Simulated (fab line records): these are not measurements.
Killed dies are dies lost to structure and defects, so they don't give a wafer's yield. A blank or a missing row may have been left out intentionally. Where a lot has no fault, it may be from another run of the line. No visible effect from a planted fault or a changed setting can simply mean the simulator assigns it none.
fab line records    flow nandHarc
record: lots: 6  wafers: 18  lastDay: 33
route steps=1302 shown P_M2@330 END@1302
lots that met no fault: taken from a fault-free run of the same line
startH: the number of hours between the record's first day and the start of the first shown wafer of the lot    waitH: how many hours have passed since the lot's step before this one    " identical to the entry in the row above    L1.1+2: a single row standing in for several wafers    - either no value or no given start    * or withheld: withheld    < > ~ a bound
route shown NAME@n: a module of which the file shows steps, and the number in the route of the first    usual: average and standard deviation across the fault-free wafers    same: alike in all rows    chamber/n: place in a boat    sites: readings site by site    _std_site: the values' standard deviation    _edge_site: the outer-site mean with the inner-site mean subtracted    radiusMm: for every site, how far away it sits from the centre of the wafer    mask NAME#n: copy n    behind: the most recent tool/chamber to have shaped the wafer    hold: reason for holding the lot/hours on hold/outcome of the hold    device: transistor that didn't switch, given as n, p or np    end of line: tests run on the same wafers once the route is complete    a step with no rows: only its recipe    killed: dies lost to structure and defects at the first sort, not the wafer's yield    map: a wafer's dies, x killed, . not, _ none there
set.NAME: the setting that was run; set.NAME@STEP: the one run at that earlier step    model.NAME: the simulator's own value behind a step, which no gauge read
lots seen at some steps along the route; tables by step, rows by wafer
services: from which hour (startH, from the record's first day; less than 0 if before it) a tool's chamber was out of use, for how many hours, and why
== steps ==
step: NHARC_P_M2_INSPECT_11
usual: rawDefectCount: 4.5/2.5
lot.wafer  tool              chamber  startH  waitH  rawDefectCount
L333.2     defectInspect-01  -        126.22  0.0    4
L333.4     "                 -        "       "      3
L333.5     "                 -        "       "      1
L334.1     defectInspect-02  -        139.26  0.0    5
L334.5     "                 -        "       "      7
L334.6     "                 -        "       "      5
L337.1     defectInspect-02  -        167.36  0.0    6
L337.4     "                 -        "       "      2
L337.6     "                 -        "       "      4
L338.1     defectInspect-02  -        179.90  0.0    3
L338.4     "                 -        "       "      1
L338.6     "                 -        "       "      3
L348.2     defectInspect-02  -        284.35  0.0    4
L348.5     "                 -        "       "      7
L348.6     "                 -        "       "      3
L356.3     defectInspect-02  -        358.10  0.0    2
L356.4     "                 -        "       "      3
L356.5     "                 -        "       "      4
step: NHARC_P_M2_DESCUM_14
recipe: timeS: 3  o2FlowSccm: 200  arFlowSccm: 0  biasPowerW: 0  chemistry: O2
step: NHARC_P_M2_ETCH_35
recipe: targetDepthA: 400  overetchA: 120  timeS: 43.94  ionEnergyEv: 200  n2FlowSccm: 150  h2FlowSccm: 150  arFlowSccm: 0  rfW: 400  biasW: 150  chemistry: N2/H2
usual: biasW: 149.9/0.47  drypumpMotorCurrentA: 5.7/0.54  mfcArSccm: 0.014/0.014  oesProductAu: 1.001/0.0083  rfVppV: 431/3  showerheadPlenumPTorr: 2.05/0.1  throttleValvePct: 14.170/0.0098
lot.wafer  tool        chamber  startH  waitH  biasW  drypumpMotorCurrentA  mfcArSccm  oesProductAu  rfHoursCounterH  rfVppV  showerheadPlenumPTorr  throttleValvePct
L333.4     rieDiel-07  1        126.37  0.1    149.7  5.5                   0          0.987         0.0              428     1.96                   14.169
L333.2     "           3        "       "      149.5  6.0                   0.033      1.006         0.0              433     2.09                   14.173
L333.5     "           1        "       "      151.0  5.5                   0          1.002         -                428     1.96                   14.176
L334.1     rieDiel-07  0        139.43  0.1    151.2  6.3                   0.011      1.007         0.4              431     2.02                   14.168
L334.6     "           0        "       "      150.2  6.2                   0.011      1.000         -                430     2.02                   14.172
L334.5     "           1        "       "      149.9  5.6                   0          0.990         -                428     1.96                   14.156
L337.1     rieDiel-08  2        167.51  0.1    149.1  6.2                   0.008      0.989         6.1              435     2.19                   14.172
L337.4     "           1        "       "      150.0  6.1                   0.020      1.000         5.3              432     2.09                   14.169
L337.6     "           3        "       "      150.7  5.7                   0.039      0.993         -                433     2.19                   14.164
L338.1     rieDiel-08  0        180.05  0.1    149.3  4.6                   0          1.016         5.6              427     1.91                   14.153
L338.4     "           2        "       "      150.4  6.2                   0.008      1.006         6.4              436     2.19                   14.158
L338.6     "           0        "       "      150.0  4.6                   0          1.013         -                428     1.91                   14.165
L348.2     rieDiel-07  0        284.55  0.1    149.9  6.3                   0.011      0.987         8.9              430     2.02                   14.168
L348.5     "           0        "       "      149.5  6.3                   0.011      1.001         -                430     2.02                   14.165
L348.6     "           2        "       "      149.7  5.4                   0          1.012         -                428     1.97                   14.180
L356.4     rieDiel-03  3        358.25  0.1    149.6  5.2                   0.006      1.012         3.8              430     1.98                   14.180
L356.3     "           0        "       "      150.4  5.5                   0.036      0.999         4.3              428     1.97                   14.170
L356.5     "           3        "       "      149.6  5.2                   0.006      1.011         -                430     1.98                   14.162
step: NHARC_P_M2_ETCH_15
recipe: targetDepthA: 1825  timeS: 91.2  c4f8FlowSccm: withheld  arFlowSccm: 400  rfW: 600  biasW: 300  chemistry: C4F8/Ar
step: NHARC_P_M2_CD_MEAS_16
usual: cdNm: 169.8/0.55
lot.wafer  tool      chamber  startH  waitH  cdNm
L333.2     cdSem-02  -        126.59  -      169.6
L333.4     "         -        "       "      169.3
L333.5     "         -        "       "      169.8
L334.1     cdSem-02  -        139.67  -      168.9
L334.5     "         -        "       "      169.0
L334.6     "         -        "       "      169.7
L337.1     cdSem-01  -        167.73  -      170.6
L337.4     "         -        "       "      170.1
L337.6     "         -        "       "      170.9
L338.1     cdSem-01  -        180.26  -      169.5
L338.4     "         -        "       "      169.9
L338.6     "         -        "       "      169.9
L348.2     cdSem-03  -        284.86  0.1    170.0
L348.5     "         -        "       "      170.1
L348.6     "         -        "       "      170.5
L356.3     cdSem-03  -        358.47  -      169.1
L356.4     "         -        "       "      169.6
L356.5     "         -        "       "      168.8
step: NHARC_P_M2_STRIP_18
recipe: powerW: 1000  n2FlowSccm: 150  h2FlowSccm: 150  arFlowSccm: 0  biasW: 0  chemistry: N2/H2
step: NHARC_P_M2_ETCH_28
recipe: targetDepthA: 300  overEtchFrac: 0.3  timeS: 72.99  ionEnergyEv: 150  cf4FlowSccm: 50  n2FlowSccm: 100  arFlowSccm: 150  rfW: 300  biasW: 100  chemistry: CF4/N2
usual: biasW: 100.0/0.32  drypumpMotorCurrentA: 5.8/0.48  mfcArSccm: 149.9/0.51  oesProductAu: 1.002/0.0072  rfVppV: 314.1/2.3  showerheadPlenumPTorr: 2.62/0.13  throttleValvePct: 19.796/0.0083
lot.wafer  tool        chamber  startH  waitH  biasW  drypumpMotorCurrentA  mfcArSccm  oesProductAu  rfHoursCounterH  rfVppV  showerheadPlenumPTorr  throttleValvePct
L333.2     rieDiel-03  0        -       -      100.3  5.5                   150.4      0.987         0.8              313.2   2.55                   19.785
L333.5     "           2        "       "      100.5  6.6                   149.5      0.993         -                315.7   2.82                   19.781
L333.4     "           1        "       "      100.5  5.6                   149.5      1.011         -                311.9   2.46                   19.797
L334.1     rieDiel-03  2        -       -      100.1  6.7                   149.7      1.000         2.5              316.7   2.82                   19.805
L334.5     "           2        "       "      99.9   6.6                   149.5      0.997         -                317.0   2.81                   19.792
L334.6     "           1        "       "      100.0  5.6                   149.4      1.006         -                311.2   2.46                   19.783
L337.1     rieDiel-03  0        -       -      99.7   5.5                   150.4      1.000         4.2              313.5   2.55                   19.827
L337.4     "           1        "       "      99.5   5.6                   150.2      1.000         -                311.2   2.46                   19.801
L337.6     "           2        "       "      100.1  6.6                   150.2      0.999         -                317.5   2.81                   19.792
L338.1     rieDiel-03  0        -       -      99.8   5.5                   150.0      1.004         5.1              311.5   2.55                   19.809
L338.4     "           0        "       "      100.1  5.5                   149.6      1.004         -                313.4   2.55                   19.784
L338.6     "           2        "       "      100.3  6.6                   149.1      1.000         -                318.9   2.81                   19.800
L348.2     rieDiel-07  2        285.40  0.4    100.2  5.4                   150.3      1.010         7.9              313.6   2.54                   19.800
L348.5     "           2        "       "      100.9  5.4                   150.6      1.008         -                312.2   2.54                   19.784
L348.6     "           0        "       "      100.0  6.3                   149.3      0.997         -                314.4   2.60                   19.786
L356.3     rieDiel-07  0        -       -      99.9   6.3                   150.2      0.999         3.0              313.0   2.60                   19.788
L356.4     "           1        "       "      100.2  5.5                   150.5      0.999         2.0              313.1   2.53                   19.794
L356.5     "           3        "       "      99.9   6.0                   150.0      0.991         -                315.7   2.68                   19.806
step: NHARC_P_M2_STRIP_19
recipe: timeS: 600  tempC: 30  chemistry: postEtchResidueRemover
step: NHARC_P_M2_DEGAS_29
recipe: tempC: 250  timeS: 60
step: NHARC_P_M2_PRE_CLEAN_30
recipe: timeS: 30  tempC: 280  gas: H2/He
usual: heaterPowerW: 405/20  susceptorTempC: 280.01/0.2
lot.wafer  tool           chamber  startH  waitH  heaterPowerW  susceptorTempC
L333.4     pvdSputter-03  -        -       -      390           279.77
L333.2     "              -        "       "      382           280.12
L333.5     "              -        "       "      377           279.96
L334.1     pvdSputter-02  -        -       -      410           280.01
L334.5     "              -        "       "      443           280.05
L334.6     "              -        "       "      413           279.79
L337.1     pvdSputter-01  -        -       -      405           279.91
L337.4     "              -        "       "      371           280.52
L337.6     "              -        "       "      373           279.69
L338.4     pvdSputter-02  -        -       -      403           280.21
L338.1     "              -        "       "      380           279.91
L338.6     "              -        "       "      384           280.37
L348.2     pvdSputter-03  -        -       -      429           279.81
L348.6     "              -        "       "      407           279.96
L348.5     "              -        "       "      423           279.93
L356.3     pvdSputter-03  -        -       -      406           280.34
L356.4     "              -        "       "      422           279.89
L356.5     "              -        "       "      393           280.17
step: NHARC_P_M2_PVD_20
recipe: targetThkA: 50  biasV: 168.6  powerW: 15000  chamberPressurePa: 0.12  timeS: 8.06  substrateTempC: 50  material: TaN
usual: biasV: 168.7/1.6  throttleValvePct: 30.2/0.76
lot.wafer  tool           chamber  startH  waitH  biasV  throttleValvePct
L333.4     pvdSputter-03  -        -       -      167.4  30.4
L333.2     "              -        "       "      167.4  30.1
L333.5     "              -        "       "      168.9  30.4
L334.1     pvdSputter-02  -        -       -      171.2  28.7
L334.5     "              -        "       "      166.4  30.2
L334.6     "              -        "       "      169.2  29.2
L337.4     pvdSputter-01  -        -       -      166.6  30.1
L337.1     "              -        "       "      168.1  31.6
L337.6     "              -        "       "      169.0  29.7
L338.4     pvdSputter-02  -        -       -      166.6  30.4
L338.1     "              -        "       "      168.6  29.1
L338.6     "              -        "       "      171.5  30.3
L348.2     pvdSputter-03  -        -       -      167.3  30.3
L348.5     "              -        "       "      170.0  30.3
L348.6     "              -        "       "      170.8  30.8
L356.3     pvdSputter-03  -        -       -      168.3  31.2
L356.4     "              -        "       "      168.1  31.0
L356.5     "              -        "       "      169.7  31.1
step: NHARC_P_M2_PVD_21
recipe: targetThkA: 300  chamberPressurePa: 5  powerW: 5000  substrateTempC: 30  timeS: 20.49  material: Cu
usual: throttleValvePct: 30.2/0.77
lot.wafer  tool           chamber  startH  waitH  throttleValvePct
L333.4     pvdSputter-03  -        -       -      30.5
L333.2     "              -        "       "      30.2
L333.5     "              -        "       "      30.4
L334.1     pvdSputter-02  -        -       -      29.8
L334.5     "              -        "       "      29.4
L334.6     "              -        "       "      29.5
L337.4     pvdSputter-01  -        -       -      29.1
L337.1     "              -        "       "      30.2
L337.6     "              -        "       "      31.6
L338.1     pvdSputter-02  -        -       -      30.3
L338.4     "              -        "       "      29.6
L338.6     "              -        "       "      29.6
L348.2     pvdSputter-03  -        -       -      31.1
L348.5     "              -        "       "      31.0
L348.6     "              -        "       "      31.1
L356.4     pvdSputter-03  -        -       -      30.9
L356.3     "              -        "       "      30.8
L356.5     "              -        "       "      31.2
step: NHARC_P_M2_ECD_22
recipe: targetThkA: 4000  bathTempC: 25  material: Cu
lot.wafer   tool      chamber  startH  waitH
L333.2+4+5  ecdCu-01  1,0,1    127.73  -
L334.1+5+6  ecdCu-02  1,0,1    140.85  -
L337.1+4+6  ecdCu-02  0,1,1    168.96  -
L338.1+4+6  ecdCu-02  0        181.40  -
L348.2+6+5  ecdCu-01  1,0,1    286.26  -
L356.4+3+5  ecdCu-02  0,1,1    359.65  -
step: NHARC_P_M2_ANNEAL_31
recipe: tempC: 225  timeS: 90
step: NHARC_P_M2_CMP_23
recipe: tOverpolishS: 20  targetThkNm: 144.3
usual: motorCurrentA: 11.4/0.9  timeToEndpointS: 28.9/1.9
lot.wafer  tool    chamber  startH  waitH  motorCurrentA  timeToEndpointS
L333.2     cmp-04  2        128.45  -      10.2           29.7
L333.4     "       1        "       "      11.0           30.4
L333.5     "       3        "       "      13.6           29.6
L334.1     cmp-04  1        141.55  -      10.6           27.2
L334.6     "       0        "       "      10.4           27.3
L334.5     "       1        "       "      11.0           27.5
L337.4     cmp-03  1        169.64  -      12.2           30.6
L337.1     "       2        "       "      11.2           16.3
L337.6     "       2        "       "      11.5           29.8
L338.4     cmp-02  3        182.12  -      12.4           11.5
L338.1     "       1        "       "      12.3           13.9
L338.6     "       0        "       "      11.2           11.6
L348.2     cmp-03  0        286.96  -      10.1           26.1
L348.6     "       3        "       "      11.7           26.0
L348.5     "       0        "       "      9.7            27.4
L356.3     cmp-02  1        360.31  -      12.3           32.9
L356.4     "       3        "       "      12.3           30.6
L356.5     "       1        "       "      12.5           29.7
step: NHARC_P_M2_THK_MEAS_24
recipe: thkMeasGauge: xrf
usual: thkNm: 144.8/1.1
lot.wafer  tool          chamber  startH  waitH  thkNm
L333.2     filmMetro-01  -        128.77  -      145.3
L333.4     "             -        "       "      143.8
L333.5     "             -        "       "      143.9
L334.1     filmMetro-01  -        141.83  -      145.6
L334.5     "             -        "       "      145.2
L334.6     "             -        "       "      145.7
L337.1     filmMetro-01  -        169.95  -      145.8
L337.4     "             -        "       "      144.4
L337.6     "             -        "       "      143.0
L338.1     filmMetro-02  -        182.44  -      146.0
L338.4     "             -        "       "      145.5
L338.6     "             -        "       "      144.1
L348.2     filmMetro-01  -        287.25  -      143.7
L348.5     "             -        "       "      144.3
L348.6     "             -        "       "      146.9
L356.3     filmMetro-02  -        360.60  -      143.8
L356.4     "             -        "       "      145.1
L356.5     "             -        "       "      143.8
step: NHARC_END_SORT_01
recipe: tempC: 25
usual: defectLimitedYield: 91.5/2.4  killedAtArray: 52/16  killedAtOther: 0.8/1.1  killedAtPeriphery: 4.2/2.5  killedDies: 57/16  killedOpen: 3.4/2  killedShort: 2.6/1.6  sort_bin_2_pct: 3.0/1.1  sort_bin_3_pct: 0.6/0.31  sort_bin_4_pct: 4.8/1.4  sortNPass: 620/16  sortRimYieldPct: 90/4.8  sortYieldPct: 91.5/2.4
same: grossDies: 677  sort_bin_5_pct[%]: 0  sort_bin_6_pct[%]: 0  sort_bin_7_pct[%]: 0  sort_bin_8_pct[%]: 0  sortRimNGross: 106.00
lot.wafer  tool       chamber  startH  waitH  defectLimitedYield[%]  killedAtArray  killedAtOther  killedAtPeriphery  killedDies  killedOpen  killedShort  sort_bin_2_pct[%]  sort_bin_3_pct[%]  sort_bin_4_pct[%]  sortNPass  sortRimYieldPct[%]  sortYieldPct[%]
L334.1     prober-01  0        594.72  2.5    90.5                   58             1              5                  64          5           3            3.5                1.0                4.9                613        99                  90.5
L334.5     prober-01  0        597.97  3.8    90.1                   57             2              8                  67          2           3            4.3                0.7                4.9                610        93                  90.1
L334.6     prober-01  0        598.78  4.1    93.8                   38             0              4                  42          2           1            3.8                0.4                1.9                635        86                  93.8
L337.1     prober-02  0        602.54  2.6    88.5                   73             0              5                  78          4           2            4.0                0.3                7.2                599        93                  88.5
L337.4     prober-02  0        604.92  3.4    89.4                   69             1              2                  72          4           2            4.6                1.0                5.0                605        93                  89.4
L337.6     prober-02  0        606.51  4.0    89.4                   69             0              3                  72          2           4            3.8                0.6                6.2                605        96                  89.4
L338.1     prober-01  0        602.60  2.5    91.1                   59             1              0                  60          1           1            3.2                1.2                4.4                617        86                  91.1
L338.4     prober-01  0        605.02  3.4    88.3                   75             2              2                  79          3           2            4.9                0.7                6.1                598        92                  88.3
L338.6     prober-01  0        606.63  4.0    86.7                   90             0              0                  90          3           0            5.8                1.0                6.5                587        91                  86.7
killed by level:class
L334.1 A_CHANNEL_HOLE_D1:chamberFilmFlake=26 A_CHANNEL_HOLE_D2:chamberFilmFlake=20 P_GATE:chamberFilmFlake=3 A_M0:geometricParticle:open=2 A_STAIRCASE:chamberFilmFlake=2 P_M1:geometricParticle:open=1 A_ONON_D1:geometricParticle:short=1 A_CHANNEL_FILL_D1:geometricParticle:short=1
L334.5 A_CHANNEL_HOLE_D2:chamberFilmFlake=26 A_CHANNEL_HOLE_D1:chamberFilmFlake=22 P_GATE:chamberFilmFlake=5 A_STAIRCASE:chamberFilmFlake=3 P_CONTACT:geometricParticle:short=2 A_CONTACT:chamberFilmFlake=2 A_BONDPAD:chamberFilmFlake=2 THIN_TSV:chamberFilmFlake=2
L334.6 A_CHANNEL_HOLE_D2:chamberFilmFlake=14 A_CHANNEL_HOLE_D1:chamberFilmFlake=12 A_WL_FILL:chamberFilmFlake=4 A_CONTACT:chamberFilmFlake=3 P_M0:chamberFilmFlake=2 A_DECK1_JOINT:chamberFilmFlake=2 P_M2:geometricParticle:open=1 A_CHANNEL_FILL_D1:geometricParticle:short=1
L337.1 A_CHANNEL_HOLE_D1:chamberFilmFlake=38 A_SLIT:chamberFilmFlake=14 A_CHANNEL_HOLE_D2:chamberFilmFlake=6 A_CONTACT:chamberFilmFlake=5 A_DECK1_JOINT:geometricParticle:short=2 A_CONTACT:geometricParticle:open=2 A_STAIRCASE:chamberFilmFlake=2 P_M0:geometricParticle:open=1
L338.1 A_SLIT:chamberFilmFlake=19 A_CHANNEL_HOLE_D2:chamberFilmFlake=14 A_CHANNEL_HOLE_D1:chamberFilmFlake=12 A_CONTACT:chamberFilmFlake=5 A_STAIRCASE:chamberFilmFlake=2 A_WL_FILL:chamberFilmFlake=2 A_SOURCE_PLATE:geometricParticle:short=1 A_M0:geometricParticle:open=1
L337.4 A_CHANNEL_HOLE_D1:chamberFilmFlake=32 A_SLIT:chamberFilmFlake=18 A_CHANNEL_HOLE_D2:chamberFilmFlake=7 A_CHANNEL_FILL_D2:chamberFilmFlake=4 A_CONTACT:chamberFilmFlake=2 P_M0:geometricParticle:open=1 P_M1:geometricParticle:open=1 A_ONON_D1:geometricParticle:short=1
L338.4 A_CHANNEL_HOLE_D2:chamberFilmFlake=23 A_CHANNEL_HOLE_D1:chamberFilmFlake=18 A_SLIT:chamberFilmFlake=16 A_WL_FILL:chamberFilmFlake=4 A_ZERO_WELL:chamberFilmFlake=3 A_CHANNEL_FILL_D1:chamberFilmFlake=3 A_CONTACT:chamberFilmFlake=3 THIN_TSV:chamberFilmFlake=2
L337.6 A_CHANNEL_HOLE_D1:chamberFilmFlake=32 A_SLIT:chamberFilmFlake=20 A_CHANNEL_HOLE_D2:chamberFilmFlake=6 A_CONTACT:chamberFilmFlake=4 A_WL_FILL:geometricParticle:short=2 P_GATE:chamberFilmFlake=2 A_SGD_CUT:chamberFilmFlake=2 P_CONTACT:geometricParticle:open=1
L338.6 A_CHANNEL_HOLE_D1:chamberFilmFlake=32 A_SLIT:chamberFilmFlake=25 A_CHANNEL_HOLE_D2:chamberFilmFlake=19 A_CONTACT:chamberFilmFlake=7 A_CHANNEL_FILL_D2:geometricParticle:open=2 A_M0:chamberFilmFlake=2 A_ONON_D2:geometricParticle:open=1 A_ZERO_WELL:chamberFilmFlake=1
== services ==
tool           chamber  startH  hours  kind
pvdSputter-02  -        104.11  10.0   pm
rieDiel-03     -        104.40  9.0    pm
cmp-04         -        111.00  4.0    pm
rieDiel-07     -        117.20  9.0    pm
cmp-04         -        119.17  2.3    repair
rieDiel-03     3        126.11  81.9   repair
rieDiel-07     2        133.93  11.8   repair
cmp-02         -        134.51  4.0    pm
rieDiel-08     2        140.68  3.1    repair
ecdCu-01       -        160.00  8.0    pm
cmp-03         -        162.05  4.0    pm
pvdSputter-01  -        182.99  2.2    repair
pvdSputter-01  -        192.31  41.4   repair
rieDiel-07     3        199.32  8.3    repair
pvdSputter-03  -        206.35  10.0   pm
ecdCu-02       -        244.43  8.0    pm
rieDiel-03     -        246.68  0.6    repair
rieDiel-07     2        260.33  5.0    repair
rieDiel-07     1        274.83  37.0   repair
pvdSputter-02  -        279.16  7.2    repair
rieDiel-03     -        281.40  9.0    pm
pvdSputter-02  -        286.37  10.0   pm
rieDiel-07     -        294.20  9.0    pm
rieDiel-03     2        316.68  10.1   repair
== key ==
firstSign: step: NHARC_P_M2_CMP_23  reading: timeToEndpointS  direction: down  sigmas: 8.1  usual: *  struck: *
effect none on later readings
metAt NHARC_P_M2_ECD_22
struckWafers L337.1,L338.1,L338.4,L338.6
onsetBetween 140.85 168.96
fault: kind: processParameterDrift  tool: ecdCu-02  chamber: 0  onsetH: 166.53  steps: NHARC_P_M2_ECD_22  channel: targetThkA  offset: *  shape: step  endH: 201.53  actsIn: *  stated: *
